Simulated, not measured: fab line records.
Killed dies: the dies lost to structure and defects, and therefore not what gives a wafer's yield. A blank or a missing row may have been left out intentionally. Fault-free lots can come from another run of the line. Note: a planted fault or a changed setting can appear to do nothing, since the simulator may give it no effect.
Split-lot study ; flow n5 finfet ; on a route of 1938 steps: 7 lots, 21 wafers read

## ABOUT THE SPLIT
At N5_BEOL_M4_EXPOSE_08 (exposes mask M4), the setting dose mj was moved away from the recipe's 41.25 on 7 of the 21 wafers read, by -4.7% to +6.7%. For the rest of the wafers, this setting stayed at what the recipe calls for.

## FROM THE SPLIT TO THE READING: what the file shows between them, 11 steps
- N5_BEOL_M4_PEB_09: peb time 60 s
- N5_BEOL_M4_DEVELOP_10: develop time 30 s
- N5_BEOL_M4_CD_MEAS_11: target cd 16.79 nm
- N5_BEOL_M4_DESCUM_16: chemistry O2, time 7 s
- N5_BEOL_M4_ETCH_74: etches underlayer in N2/H2, target depth 6.5 nm, time 5.2 s
- N5_BEOL_M4_ETCH_63: etches SiARC in CF4, target depth 15.6 nm, time 26 s
- N5_BEOL_M4_ETCH_64: etches SOC in N2/H2, target depth 75 nm, overetch 22.5 nm, time 121.9 s
- N5_BEOL_M4_STRIP_65: strips in N2/H2
- N5_BEOL_M4_STRIP_75: strips in N2/H2
- N5_BEOL_M4_HM_OPEN_17: chemistry Cl2/BCl3, target TiN, target depth 20 nm, overetch 6 nm
- N5_BEOL_M4_STRIP_19: strips in O2

## THE READING
cd nm, in nm, at N5_BEOL_M4_CD_MEAS_18 (pitch 36 nm, target cd 18 nm). On this fab line, fault-free wafers typically give 17.9 nm with a standard deviation of 0.32 nm.

wafer;tool, chamber at the split;dose mj as run;against the recipe;cd nm, nm;against lot-mates on the recipe
L079.1;euv scanner-01, 0;43.48;+5.4%;19.1;+1.3
L079.5;euv scanner-01, 0;43.48;+5.4%;18.8;+1.0
L079.6;euv scanner-01, 0;41.25;recipe;17.8;-
L081.1;euv scanner-01, 0;44.01;+6.7%;18.9;+0.9
L081.2;euv scanner-01, 0;44.01;+6.7%;19.0;+1.0
L081.5;euv scanner-01, 0;41.25;recipe;18.0;-
L084.1;euv scanner-02, 0;41.25;recipe;18.2;-
L084.2;euv scanner-02, 0;42.3;+2.5%;18.7;+0.7
L084.4;euv scanner-02, 0;41.25;recipe;17.8;-
L087.2;euv scanner-02, 0;41.25;recipe;17.8;-
L087.3;euv scanner-02, 0;41.25;recipe;17.5;-
L087.4;euv scanner-02, 0;42.53;+3.1%;18.6;+1.0
L091.2;euv scanner-01, 0;41.25;recipe;17.6;-
L091.3;euv scanner-01, 0;41.25;recipe;17.5;-
L091.5;euv scanner-01, 0;41.25;recipe;17.8;-
L093.2;euv scanner-02, 0;41.25;recipe;17.7;-
L093.4;euv scanner-02, 0;41.25;recipe;17.8;-
L093.6;euv scanner-02, 0;41.25;recipe;17.0;-
L096.1;euv scanner-02, 0;41.25;recipe;17.6;-
L096.2;euv scanner-02, 0;41.25;recipe;17.8;-
L096.5;euv scanner-02, 0;39.32;-4.7%;16.9;-0.8

THE FIT
A straight line over all 21 wafers: cd nm changes by +0.205 nm for each +1% of dose mj; r = +0.91; the points scatter about the line by 0.27 nm.
The same after taking each lot's own level away (the mean of its wafers on the recipe; 21 wafers): +0.177 nm for each +1%; r = +0.91; scatter 0.23 nm.
According to that fit, moving dose mj by its largest amount changes the reading by 1.2 nm.
Measured against the standard deviation above, the lots' own levels, which go from 17.50 to 18.00 nm, span 1.6 times it.
Thus the slope moves with the lot-to-lot level: the two fits are different.
Check: for one of the wafers moved furthest among these (+6.7%), held out of the fit, the line's prediction against its lot-mates is +1.31 nm. Against them it came out at +0.9 nm.

## THE OTHER SPLITS THESE WAFERS WENT THROUGH
Note: prior to the reading, these wafers also went through further splits. Each is held against what the fit with the lots' levels taken away leaves over:
other split on the same wafers;wafers away from the commonest value;r with cd nm (lot level and that fit taken away)
N5_BEOL_M2_TRENCH_ETCH_37 time s;10;+0.00
N5_BEOL_M3_ETCH_64 time s;5;+0.49
N5_BEOL_M3_COAT_22 spin rpm;8;-0.11
N5_BEOL_M4_COAT_05 spin rpm;6;-0.07

## THE WHOLE CHAIN: every reading that the file lists as answering this split, in the file's order
step;what it does;reading;change (the file's fit);r (the file's)
N5_BEOL_M4_CD_MEAS_11;target cd 16.79 nm;cd nm;+0.199 nm for each +1% of the setting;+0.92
N5_BEOL_M4_ETCH_74;etches underlayer in N2/H2, target depth 6.5 nm, time 5.2 s;BEOL_M4.cd offset nm (the simulator's own value, which no gauge read);+0.191 nm for each +1% of the setting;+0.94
N5_BEOL_M4_ETCH_64;etches SOC in N2/H2, target depth 75 nm, overetch 22.5 nm, time 121.9 s;BEOL_M4.cd offset nm (the simulator's own value, which no gauge read);+0.195 nm for each +1% of the setting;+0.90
N5_BEOL_M4_CD_MEAS_18;pitch 36 nm, target cd 18 nm;cd nm;+0.183 nm for each +1% of the setting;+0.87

## THE FILE'S OWN FIT
cd nm changes by +0.183 nm for each +1% of dose mj, r = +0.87.
